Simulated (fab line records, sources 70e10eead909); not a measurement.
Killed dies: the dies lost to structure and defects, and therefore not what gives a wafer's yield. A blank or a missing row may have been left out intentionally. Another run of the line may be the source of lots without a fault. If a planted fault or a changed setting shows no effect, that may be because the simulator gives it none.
Matching of chambers    flow nand-harc    4 sister chambers for NHARC_A_CHANNEL_FILL_D2_CMP_10 on cmp-01
The step polishes, target thk 150 nm. 16 wafers are shown with their chamber, then 8 later ones without.

== WAFERS PAIRED WITH THEIR CHAMBERS ==
wafer   chamber  motor-current-A (A)  time-to-endpoint-s (s)
L074.2  1        14.2                 14.5
L074.3  3        11.8                 15.7
L074.4  2        10.3                 17.2
L078.4  3        12.5                 15.9
L078.5  2        10.5                 16.1
L078.6  1        14.9                 13.8
L082.2  2        11.5                 12.9
L082.3  3        12.3                 16.0
L082.4  0        11.9                 11.3
L086.4  3        11.4                 12.0
L086.5  3        12.0                 14.0
L086.6  0        11.8                 12.1
L090.1  0        13.0                 10.7
L090.4  2        10.6                 12.8
L090.5  1        15.1                 8.3
L092.1  2        10.3                 17.3

SIGNATURES (means of the wafers above)
reading             chamber 0  chamber 1  chamber 2  chamber 3  scatter within a chamber
motor-current-A     12.233     14.733     10.640     12.000     0.505
time-to-endpoint-s  11.367     12.200     15.260     14.720     2.16
Rule: for a wafer and a chamber, the distance is found by dividing, reading by reading, the gap between the wafer's reading and the chamber's mean by the reading's scatter, squaring, summing and taking the root. The wafer belongs to the nearest chamber; if the next one is less than 2 further off, it can't be placed. The scatter: take each reading less its chamber's mean, square it, sum over the shown wafers, divide by the number of wafers less the number of chambers, and take the root.

== WAFERS WITHOUT THEIR CHAMBER ==
wafer   motor-current-A (A)  time-to-endpoint-s (s)
L092.3  12.3                 18.4
L092.5  14.1                 15.8
L093.3  12.3                 15.7
L093.4  10.3                 15.9
L093.5  12.2                 14.9
L096.1  11.1                 15.7
L096.3  12.1                 16.5
L096.6  11.4                 18.1

== CHAMBER TAKEN BY EACH ==
wafer   from the rows above           in truth
L092.3  can't be placed: 3 or 0 or 2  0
L092.5  1                             1
L093.3  can't be placed: 3 or 0       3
L093.4  2                             2
L093.5  can't be placed: 3 or 0       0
L096.1  can't be placed: 2 or 3       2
L096.3  can't be placed: 3 or 0       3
L096.6  can't be placed: 3 or 2 or 0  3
2 of 8 placed correctly. Not placeable from these rows: 6 (in 6, the candidates include the true chamber). Wrongly placed: 0.
